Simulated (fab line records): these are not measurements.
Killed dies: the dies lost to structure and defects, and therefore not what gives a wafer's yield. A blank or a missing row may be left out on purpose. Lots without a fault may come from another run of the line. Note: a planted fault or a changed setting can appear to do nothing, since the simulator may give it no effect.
fab line records	flow n5-finfet
record lots=7	wafers=39
route steps=1938 shown WELL_APT@33 DUMMY_GATE@220
start-h: start of the lot's first displayed wafer, in hours after the record's first day	wait-h: how many hours have passed since the lot's step before this one	" same as the row above	L1.1+2: several wafers, shown together as one row	- no value, or no start was given	* or withheld: withheld	< > ~ a bound
route shown NAME@n: NAME is a module with steps in the file, n the number in the route of the first one	usual: average and standard deviation across the fault-free wafers	same: alike in all rows	chamber/n: place in a boat	sites: per-site readings	_std_site: the standard deviation of these	_edge_site: outer sites' mean less inner sites'	radius-mm: how far each site lies from the wafer's centre	mask NAME#n: copy n	behind: the tool/chamber that last shaped the wafer	hold: why the lot was held/for how many hours/how that ended	device: whichever transistor did not switch (one of n, p or np)	end of line: tests of these same wafers at the route's end	a step without rows: its recipe alone	killed: not the wafer's yield, but the dies lost to structure and defects at the first sort	map: a wafer's dies, marking killed ones x, the rest . and places with no die _
set.NAME: the run value of the setting; set.NAME@STEP: its run value at that earlier step	model.NAME: the simulator's own value behind a step, which no gauge read
one table per step and one row per wafer, for lots whose settings were changed on purpose
## steps
# step N5_WELL_APT_IMPLANT_15
# recipe species=As	energy-kev=25	dose-cm2=1.5e+13	tilt-deg=0	rotation-deg=0
lot.wafer	tool	chamber	start-h	wait-h	set.energy-kev	model.implant.rp-nm	model.implant.drp-nm
L077.3+4+5	implanter-02	0	32.30	0.1	25	18.54	8.457
L082.1+3+6	implanter-02	0	61.93	0.1	27.27	19.7	8.998
L082.2+4+5	"	0	"	"	25	18.46	8.457
L083.1+2+3+4+5+6	implanter-01	0	68.67	0.1	25	18.67	8.457
L085.1+2+3+4+5+6	implanter-01	0	79.92	0.1	25	19.31	8.457
L086.1+2+5	implanter-01	0	87.33	0.1	23.12	17.66	8.003
L086.3+4+6	"	0	"	"	25	18.71	8.457
L094.1+3+5	implanter-02	0	134.65	0.1	25	18.7	8.457
L094.2+4+6	"	0	"	"	27.94	20.32	9.157
L095.1+2+3+4+5+6	implanter-01	0	140.44	0.1	25	18.61	8.457
# step N5_WELL_APT_EXPOSE_22
# recipe mask-id=PWELL	na=0.8	source-shape=conventional	sigma-outer=0.8	polarization=unpolarized	defocus-nm=0	target-cd-nm=200	dose-mj=23.2
lot.wafer	tool	chamber	start-h	wait-h	mask	set.dose-mj
L077.3+4+5	krf-scanner-02	0	33.40	-	PWELL#0	23.2
L082.1+3+4	krf-scanner-02	0	62.51	-	PWELL#0	24.06
L082.2+5+6	"	0	"	"	PWELL#0	23.2
L083.1+2+3	krf-scanner-02	0	69.26	-	PWELL#0	23.2
L083.4+5+6	"	0	"	"	PWELL#0	22.23
L085.1+2+4	krf-scanner-02	0	80.50	-	PWELL#0	23.2
L085.3+5+6	"	0	"	"	PWELL#0	24.46
L086.1+2+6	krf-scanner-02	0	87.91	-	PWELL#0	23.2
L086.3+4+5	"	0	"	"	PWELL#0	24.28
L094.1+2+6	krf-scanner-02	0	135.23	-	PWELL#0	23.2
L094.3+4+5	"	0	"	"	PWELL#0	21.36
L095.1+2+3	krf-scanner-02	0	141.03	-	PWELL#0	21.43
L095.4+5+6	"	0	"	"	PWELL#0	23.2
# step N5_WELL_APT_PEB_23
# recipe peb-temp-c=130	peb-time-s=90
# step N5_WELL_APT_DEVELOP_24
# recipe develop-time-s=45	rinse-liquid=surfactant-rinse	dry=air-spin	dev-temp-c=21
# step N5_WELL_APT_HARDBAKE_29
# recipe temp-c=130	time-s=120
# step N5_WELL_APT_CD_MEAS_25
# recipe target-cd-nm=200	landing-energy-ev=500	detector=se-inlens
# usual cd-nm=198.8/1.9
lot.wafer	tool	chamber	start-h	wait-h	set.dose-mj@WELL_APT_EXPOSE_22	cd-nm
L077.3	cd-sem-01	0	33.57	-	23.2	198.8
L077.4	"	0	"	"	23.2	199.9
L077.5	"	0	"	"	23.2	200.9
L082.1	cd-sem-01	0	62.68	-	24.06	204.4
L082.2	"	0	"	"	23.2	199.1
L082.3	"	0	"	"	24.06	203.0
L082.4	"	0	"	"	24.06	207.9
L082.5	"	0	"	"	23.2	200.1
L082.6	"	0	"	"	23.2	198.4
L083.1	cd-sem-03	0	69.43	-	23.2	197.4
L083.2	"	0	"	"	23.2	197.5
L083.3	"	0	"	"	23.2	200.9
L083.4	"	0	"	"	22.23	190.4
L083.5	"	0	"	"	22.23	191.5
L083.6	"	0	"	"	22.23	191.8
L085.1	cd-sem-02	0	80.67	-	23.2	198.0
L085.2	"	0	"	"	23.2	200.4
L085.3	"	0	"	"	24.46	210.6
L085.4	"	0	"	"	23.2	199.3
L085.5	"	0	"	"	24.46	210.4
L085.6	"	0	"	"	24.46	209.2
L086.1	cd-sem-01	0	88.09	-	23.2	200.0
L086.2	"	0	"	"	23.2	201.8
L086.3	"	0	"	"	24.28	207.2
L086.4	"	0	"	"	24.28	209.0
L086.5	"	0	"	"	24.28	206.5
L086.6	"	0	"	"	23.2	198.7
L094.1	cd-sem-02	0	135.40	-	23.2	195.8
L094.2	"	0	"	"	23.2	196.7
L094.3	"	0	"	"	21.36	181.0
L094.4	"	0	"	"	21.36	179.6
L094.5	"	0	"	"	21.36	182.2
L094.6	"	0	"	"	23.2	200.3
L095.1	cd-sem-03	0	141.20	-	21.43	183.4
L095.2	"	0	"	"	21.43	183.4
L095.3	"	0	"	"	21.43	181.9
L095.4	"	0	"	"	23.2	199.2
L095.5	"	0	"	"	23.2	200.2
L095.6	"	0	"	"	23.2	200.0
# step N5_WELL_APT_DESCUM_30
# recipe chemistry=O2	time-s=7.9	source-power-w=50	bias-power-w=20	pressure-mtorr=20	rf-frequency-hz=2.712e+07	temp-c=40	o2-flow-sccm=225
lot.wafer	tool	chamber	start-h	wait-h	set.dose-mj@WELL_APT_EXPOSE_22	model.WELL_APT.cd-nm
L077.3	rie-diel-01	3	33.74	0.1	23.2	198.8
L077.4	"	2	"	"	23.2	200
L077.5	"	3	"	"	23.2	201
L082.1	rie-diel-03	0	62.77	0.0	24.06	204.1
L082.2	"	3	"	"	23.2	199.4
L082.3	"	2	"	"	24.06	203.1
L082.4	"	3	"	"	24.06	207.4
L082.5	"	2	"	"	23.2	200.6
L082.6	"	0	"	"	23.2	198.1
L083.1	rie-diel-01	1	69.52	0.0	23.2	197.1
L083.2	"	2	"	"	23.2	197
L083.3	"	3	"	"	23.2	201
L083.4	"	0	"	"	22.23	190.3
L083.5	"	3	"	"	22.23	191.7
L083.6	"	2	"	"	22.23	191.9
L085.1	rie-diel-01	3	80.76	0.0	23.2	198
L085.2	"	2	"	"	23.2	200.5
L085.3	"	0	"	"	24.46	210.5
L085.4	"	0	"	"	23.2	199.1
L085.5	"	3	"	"	24.46	210.4
L085.6	"	2	"	"	24.46	209.2
L086.1	rie-diel-03	0	89.03	0.9	23.2	200.4
L086.2	"	2	"	"	23.2	201.9
L086.3	"	3	"	"	24.28	207.2
L086.4	"	0	"	"	24.28	209.2
L086.5	"	2	"	"	24.28	206.6
L086.6	"	3	"	"	23.2	198.6
L094.1	rie-diel-01	0	135.49	0.0	23.2	195.9
L094.2	"	3	"	"	23.2	196.7
L094.3	"	1	"	"	21.36	180.6
L094.4	"	2	"	"	21.36	179.9
L094.5	"	3	"	"	21.36	182.4
L094.6	"	2	"	"	23.2	200.1
L095.1	rie-diel-03	2	141.29	0.0	21.43	183.1
L095.2	"	3	"	"	21.43	183.5
L095.3	"	0	"	"	21.43	181.9
L095.4	"	3	"	"	23.2	198.9
L095.5+6	"	0,2	"	"	23.2	200.2
# step N5_WELL_APT_IMPLANT_31
# recipe species=B	energy-kev=60	dose-cm2=1.5e+13	tilt-deg=0	rotation-deg=0
lot.wafer	tool	chamber	start-h	wait-h	set.energy-kev	model.implant.rp-nm	model.implant.drp-nm
L077.3+4+5	implanter-02	0	33.90	0.1	60	190.9	64.53
L082.1+2+3+4+5+6	implanter-01	0	62.87	0.1	60	185.8	64.53
L083.1+2+3+4+5+6	implanter-01	0	69.62	0.1	60	191.4	64.53
L085.1+3+6	implanter-01	0	80.86	0.1	62.32	202.3	65.82
L085.2+4+5	"	0	"	"	60	193.3	64.53
L086.1+2+3	implanter-02	0	89.13	0.1	60	195.5	64.53
L086.4+5+6	"	0	"	"	62.38	204.9	65.85
L094.1+2+3	implanter-01	0	135.59	0.1	60	189.5	64.53
L094.4+5+6	"	0	"	"	65.41	214.2	67.48
L095.1+5+6	implanter-02	0	141.39	0.1	60	193	64.53
L095.2+3+4	"	0	"	"	62.72	204	66.04
# step N5_DUMMY_GATE_HM_DEP_06
# recipe material=SiNx	target-thk-a=800	precursor=DCS/NH3	temp-c=700	pressure-mtorr=300	time-s=5141
lot.wafer	tool	chamber	start-h	wait-h	set.time-s	model.SiNx_of_DUMMY_GATE_HM_DEP_06.thk-nm
L077.3	lpcvd-01	0/50	63.87	0.0	5141	81
L077.4+5	"	0/54,0/59	"	"	5141	80.8
L082.1	-	-	-	0.0	5788	90
L082.2	"	-	"	"	5788	89.8
L082.3+6	"	-	"	"	5788	90.2
L082.4	"	-	"	"	5788	90.4
L082.5	"	-	"	"	5788	89.6
L083.1	-	-	-	0.0	4698	72.6
L083.2	"	-	"	"	4698	73.2
L083.3	"	-	"	"	4698	73.4
L083.4+5	"	-	"	"	4698	73.6
L083.6	"	-	"	"	4698	73.8
L085.1+5	-	-	-	0.0	5141	80.4
L085.2+6	"	-	"	"	5141	79.8
L085.3	"	-	"	"	5141	80
L085.4	"	-	"	"	5141	80.2
L086.1	-	-	-	0.0	4376	68.2
L086.2+3	"	-	"	"	4376	68.4
L086.4+6	"	-	"	"	4376	67.8
L086.5	"	-	"	"	4376	68.6
L094.1+6	-	-	-	0.0	5930	92.2
L094.2+5	"	-	"	"	5930	92.4
L094.3	"	-	"	"	5930	92
L094.4	"	-	"	"	5930	91.2
L095.1+4	-	-	-	0.0	5141	80.6
L095.2	"	-	"	"	5141	80
L095.3	"	-	"	"	5141	80.2
L095.5	"	-	"	"	5141	80.4
L095.6	"	-	"	"	5141	80.8
# step N5_DUMMY_GATE_ETCH_31
# recipe chemistry=C4F6/O2	target=SiO2	mask-material=SOC	target-depth-a=825	time-s=27.5	ion-energy-ev=250	pressure-mtorr=30	source-w=345	bias-w=185	Ar_flow_sccm=300	C4F6_flow_sccm=10	O2_flow_sccm=10
lot.wafer	tool	chamber	start-h	wait-h	set.target-depth-a	model.etch.depth-nm
L077.3	rie-diel-06	2	70.64	0.0	825	80.03
L077.4	"	2	"	"	825	79.28
L077.5	"	3	"	"	825	82.04
L082.1	rie-diel-02	0	93.32	0.0	825	81.68
L082.2	"	1	"	"	825	81.9
L082.3	"	3	"	"	825	81.8
L082.4	"	0	"	"	825	82.57
L082.5	"	3	"	"	825	81.32
L082.6	"	1	"	"	825	81.48
L083.1	rie-diel-02	1	101.01	0.0	825	80.84
L083.2	"	2	"	"	756.5	74.92
L083.3	"	0	"	"	825	81.27
L083.4	"	3	"	"	825	81.23
L083.5	"	2	"	"	756.5	74.51
L083.6	"	1	"	"	756.5	73.86
L085.1	rie-diel-02	0	116.41	0.0	825	81.01
L085.2	"	3	"	"	825	79.83
L085.3	"	2	"	"	825	79.84
L085.4	"	1	"	"	825	79.47
L085.5	"	1	"	"	825	80.46
L085.6	"	2	"	"	825	80.68
L086.1	rie-diel-06	2	128.28	0.0	825	78.99
L086.2	"	0	"	"	903.2	92.74
L086.3	"	3	"	"	825	82.54
L086.4	"	1	"	"	903.2	88.49
L086.5	"	0	"	"	903.2	93.3
L086.6	"	1	"	"	825	82.17
L094.1	rie-diel-04	1	166.42	0.0	825	79.73
L094.2	"	3	"	"	825	84.57
L094.3	"	0	"	"	825	78.37
L094.4	"	1	"	"	825	80.18
L094.5	"	0	"	"	825	78.23
L094.6	"	3	"	"	825	84.01
L095.1	rie-diel-06	1	173.72	0.1	782.7	77.03
L095.2	"	0	"	"	782.7	79.99
L095.3	"	2	"	"	825	79.64
L095.4	"	3	"	"	825	82.46
L095.5	"	0	"	"	825	84.5
L095.6	"	1	"	"	782.7	77.06
# step N5_DUMMY_GATE_ETCH_32
# recipe chemistry=CF4	target=SiO2	target-depth-a=35	time-s=3.9	ion-energy-ev=350	pressure-mtorr=10	icp-w=800	bias-w=400	cf4-flow-sccm=80
lot.wafer	tool	chamber	start-h	wait-h	set.time-s	model.etch.depth-nm
L077.3	rie-si-02	1	70.90	0.1	3.9	3.496
L077.4	"	3	"	"	3.9	3.588
L077.5	"	0	"	"	3.9	3.527
L082.1	rie-si-05	3	93.57	0.1	3.9	3.318
L082.2	"	1	"	"	3.9	3.495
L082.3	"	2	"	"	3.9	3.578
L082.4	"	0	"	"	3.9	3.549
L082.5	"	1	"	"	3.9	3.488
L082.6	"	2	"	"	3.9	3.538
L083.1	rie-si-05	1	101.26	0.1	3.9	3.508
L083.2	"	2	"	"	3.9	3.601
L083.3	"	3	"	"	3.63	3.143
L083.4	"	0	"	"	3.63	3.342
L083.5	"	2	"	"	3.9	3.629
L083.6	"	1	"	"	3.63	3.277
L085.1	rie-si-02	3	116.66	0.1	3.464	3.188
L085.2	"	0	"	"	3.9	3.492
L085.3	"	2	"	"	3.9	3.598
L085.4	"	1	"	"	3.464	3.122
L085.5	"	0	"	"	3.9	3.526
L085.6	"	1	"	"	3.464	3.089
L086.1	rie-si-05	1	128.53	0.1	3.9	3.475
L086.2	"	3	"	"	3.9	3.316
L086.3	"	0	"	"	3.9	3.576
L086.4	"	2	"	"	3.9	3.585
L086.5	"	1	"	"	3.9	3.507
L086.6	"	0	"	"	3.9	3.583
L094.1	rie-si-02	3	166.66	0.1	3.9	3.585
L094.2	"	0	"	"	4.442	4.006
L094.3	"	1	"	"	3.9	3.513
L094.4	"	2	"	"	4.442	4.176
L094.5	"	2	"	"	4.442	4.19
L094.6	"	1	"	"	3.9	3.553
L095.1	rie-si-05	3	173.97	0.1	3.9	3.38
L095.2	"	2	"	"	4.835	4.486
L095.3	"	0	"	"	3.9	3.601
L095.4	"	1	"	"	3.9	3.494
L095.5	"	0	"	"	4.835	4.456
L095.6	"	1	"	"	4.835	4.375
## key
split step=N5_WELL_APT_IMPLANT_15	setting=energy-kev	stated=25	by=wafer
response step=N5_WELL_APT_IMPLANT_15	reading=model.implant.rp-nm	change=+0.138	per=1%	r=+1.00
response step=N5_WELL_APT_IMPLANT_15	reading=model.implant.drp-nm	change=+0.0597	per=1%	r=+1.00
split step=N5_WELL_APT_EXPOSE_22	setting=dose-mj	stated=23.2	by=wafer
response step=N5_WELL_APT_CD_MEAS_25	reading=cd-nm	change=+2	per=1%	r=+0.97
response step=N5_WELL_APT_DESCUM_30	reading=model.WELL_APT.cd-nm	change=+1.99	per=1%	r=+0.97
split step=N5_WELL_APT_IMPLANT_31	setting=energy-kev	stated=60	by=wafer
response step=N5_WELL_APT_IMPLANT_31	reading=model.implant.rp-nm	change=+2.6	per=1%	r=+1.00
response step=N5_WELL_APT_IMPLANT_31	reading=model.implant.drp-nm	change=+0.331	per=1%	r=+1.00
split step=N5_DUMMY_GATE_HM_DEP_06	setting=time-s	stated=5141	by=lot
response step=N5_DUMMY_GATE_HM_DEP_06	reading=model.SiNx_of_DUMMY_GATE_HM_DEP_06.thk-nm	change=+0.788	per=1%	r=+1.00
split step=N5_DUMMY_GATE_ETCH_31	setting=target-depth-a	stated=825	by=wafer
response step=N5_DUMMY_GATE_ETCH_31	reading=model.etch.depth-nm	change=+0.942	per=1%	r=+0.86
split step=N5_DUMMY_GATE_ETCH_32	setting=time-s	stated=3.9	by=wafer
response step=N5_DUMMY_GATE_ETCH_32	reading=model.etch.depth-nm	change=+0.0398	per=1%	r=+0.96
